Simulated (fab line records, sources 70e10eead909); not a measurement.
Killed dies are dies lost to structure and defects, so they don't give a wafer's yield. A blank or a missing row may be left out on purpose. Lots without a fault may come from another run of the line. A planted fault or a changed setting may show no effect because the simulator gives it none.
Chamber matching | flow nand_harc | NHARC_A_CONTACT_ALD_18 on ald_metal-04: 4 sister chambers
The step deposits TiN, target thk 3 nm, pulse time 1 s, ald cycles 150. 8 wafers are shown with their chamber, then 7 later ones without.

WAFERS WITH THEIR CHAMBER
wafer  | chamber | heater_power_w (W) | precursor_pulse_height_rel
L077.5 | 3       | 1032               | 1.001
L081.5 | 2       | 988                | 1.019
L081.6 | 3       | 1035               | 1.006
L086.1 | 0       | 1172               | 1.012
L086.2 | 1       | 1099               | 0.994
L086.6 | 0       | 1156               | 0.983
L088.2 | 1       | 1100               | 0.996
L088.4 | 2       | 989                | 0.995

WAFERS WITHOUT THEIR CHAMBER
wafer  | heater_power_w (W) | precursor_pulse_height_rel
L088.5 | 1206               | 0.972
L093.1 | 1028               | 0.988
L093.2 | 995                | 0.984
L093.4 | 1120               | 1.007
L094.2 | 1217               | 1.014
L094.5 | 1078               | 1.055
L094.6 | 1242               | 1.002

WHICH CHAMBER EACH WENT THROUGH
wafer  | from the rows above | in truth
L088.5 | 0                   | 0
L093.1 | 3                   | 3
L093.2 | 2                   | 2
L093.4 | 1                   | 1
L094.2 | 0                   | 0
L094.5 | 1                   | 1
L094.6 | 0                   | 0
Placed correctly: 7 of 7. Can't be placed from these rows: 0. Placed wrongly: 0.
How it was worked out, from the rows above alone: a wafer's distance from a chamber is the root of the sum, over the readings, of the square of ((its reading less the chamber's mean) divided by the reading's scatter). The wafer belongs to the nearest chamber; if the next one is less than 2 further off, it can't be placed. A chamber's mean is the mean of its shown wafers. The scatter: the root of (the sum of the squares of (reading less its chamber's mean) over the shown wafers, divided by (wafers less chambers)).
